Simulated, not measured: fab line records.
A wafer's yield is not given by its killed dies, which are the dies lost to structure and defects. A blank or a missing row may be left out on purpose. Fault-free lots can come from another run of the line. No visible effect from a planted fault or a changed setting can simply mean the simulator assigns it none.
A lot that was struck, set against a sound lot || flow n5 finfet || 16 out of 1938 route steps
Sound: these wafers, L323.1, L323.3, L323.6. Struck: wafers L334.1, L334.4, L334.6. Last of all comes the cause.
At each step with rows: each side's tool, then ch and its chambers, then its first start. Under that, the readings that differ: sound wafers || struck wafers || difference of the means || sigmas: that difference in standard deviations of wafers without a fault.
alike: readings whose means differ by less than 2 such deviations, and words and numbers that are the same on both sides. not compared: withheld readings, readings that some wafer has no value for, bounds like >300 that may hide the same value, and numbers for which the record gives no deviation and whose values overlap.
Wherever a step has rows on one side only, a row that says differs or no value, or a row with sigmas, the two part there. Numbers that don't overlap but have no deviation are shown without sigmas and don't part them. A reading missing from all wafers of one side parts the sides only when that side holds two or more wafers.

first, 7 steps without rows for these wafers: N5_BEOL_M0_SAQP_COAT_87 (time 60 s, resist thk 5 nm); N5_BEOL_M0_SAQP_COAT_34 (resist thk 30 nm); N5_BEOL_M0_SAQP_EBR_36; N5_BEOL_M0_SAQP_SOFTBAKE_35 (time 60 s); N5_BEOL_M0_SAQP_EXPOSE_37 (exposes mask M0 CUT1, target cd 30 nm); N5_BEOL_M0_SAQP_PEB_38 (peb time 60 s); N5_BEOL_M0_SAQP_DEVELOP_39 (develop time 30 s).
N5_BEOL_M0_SAQP_CD_MEAS_40: the cd target is 30 nm.
  sound on cd sem-02 ch 0, day 7 06:02; struck on cd sem-02 ch 0, day 9 13:29
  alike: cd nm
N5_BEOL_M0_SAQP_OVL_MEAS_41:
  sound on overlay-02 ch 0, day 7 06:04; struck on overlay-02 ch 0, day 9 13:31
  alike: M0_CUT1_OVL
N5_BEOL_M0_SAQP_INSPECT_42: inspects for defects (brightfield).
  sound on defect inspect-02, day 7 06:07; struck on defect inspect-01, day 9 13:35
  alike: raw defect count
N5_BEOL_M0_SAQP_DESCUM_45: chemistry O2, time 7 s.
  sound on rie diel-02 ch 0,1,3, day 7 06:09; struck on rie diel-02 ch 0,1, day 9 13:37
  alike: drypump motor current A, oes product au, rf fwd power W, rf vpp V, showerhead plenum p Torr, temp c, throttle valve pct
  not compared: rf hours counter h
N5_BEOL_M0_SAQP_ETCH_88: etches underlayer in N2/H2, target depth 6.5 nm, time 5.2 s.
  sound on rie diel-02 ch 0,1,3, day 7 06:11; struck on rie diel-02 ch 0,1, day 9 13:39
  alike: bias w, chamber pressure mTorr, drypump motor current A, etch rf on time s, oes product au, rf fwd power W, rf vpp V, showerhead plenum p Torr, throttle valve pct
  not compared: rf hours counter h
N5_BEOL_M0_SAQP_ETCH_73: etches SiARC in CF4, target depth 19.5 nm, time 32.5 s.
  sound on rie diel-02 ch 0,1,3, day 7 06:12; struck on rie diel-02 ch 0,1, day 9 13:40
  no value came back on the struck wafers for any of 9 readings (bias w (W), cf4 flow sccm (sccm) and others); on the sound wafers bias w (W) reads 36.11 35.76 35.93
  not compared: rf hours counter h
N5_BEOL_M0_SAQP_CUT_ETCH_46: etches SOC in N2/H2, target depth 135 nm, overetch 27 nm, time 202.5 s.
  sound on rie diel-02 ch 0,1,3, day 7 06:14; struck on rie diel-02 ch 0,1, day 9 13:42
  alike: bias w, chamber pressure mTorr, drypump motor current A, rf fwd power W, rf vpp V, showerhead plenum p Torr, temp c, throttle valve pct
  not compared: rf hours counter h
N5_BEOL_M4_RC_MEAS_101:
  the record has rows for the sound wafers here (prober-02 ch 0, day 10 00:46) and none for the struck ones
-- record jumps: 7 days separate the struck wafers' starts on either side; left off in module BEOL_M4, taken up again in module PASSIVATION, whose first shown step is the route's number 1936 --
N5_PASSIVATION_PROBE_49:
  sound on prober-01, day 14 08:52; struck on prober-01, day 16 11:30
{"reading": "defect limited yield (%)", "sound": "91.9 91.7 91.9", "struck": "0 0 0", "difference": -92, "sigmas": -66}
{"reading": "killed_at_M0_to_M3", "sound": "40 33 30", "struck": "1121 1124 1128", "difference": "+1090", "sigmas": "+99 or more"}
{"reading": "killed dies", "sound": "96 98 95", "struck": "1180 1180 1180", "difference": "+1084", "sigmas": "+68"}
{"reading": "killed on rim", "sound": "12 16 7", "struck": "152 152 152", "difference": "+140", "sigmas": "+34"}
{"reading": "sort_bin_5_function (%)", "sound": "4.6 5.1 5.0", "struck": "96.9 97.1 96.4", "difference": "+91.9", "sigmas": "+99 or more"}
{"reading": "sort n pass", "sound": "1084 1082 1085", "struck": "0 0 0", "difference": -1084, "sigmas": -64}
{"reading": "sort yield pct (%)", "sound": "91.9 91.7 91.9", "struck": "0 0 0", "difference": -92, "sigmas": -61}
  alike: killed_at_M4_up, killed at contacts, killed at front end, killed at other, killed open, killed short, sort_bin_6_memory, sort_bin_8_speed

## WHERE THEY PART
At N5_BEOL_M0_SAQP_ETCH_73 first; at N5_PASSIVATION_PROBE_49 last (within this record only).

WHY: whatever the simulator had introduced
At N5_BEOL_M0_SAQP_ETCH_73, the step was skipped entirely on rie diel-02 from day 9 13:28 on. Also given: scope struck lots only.
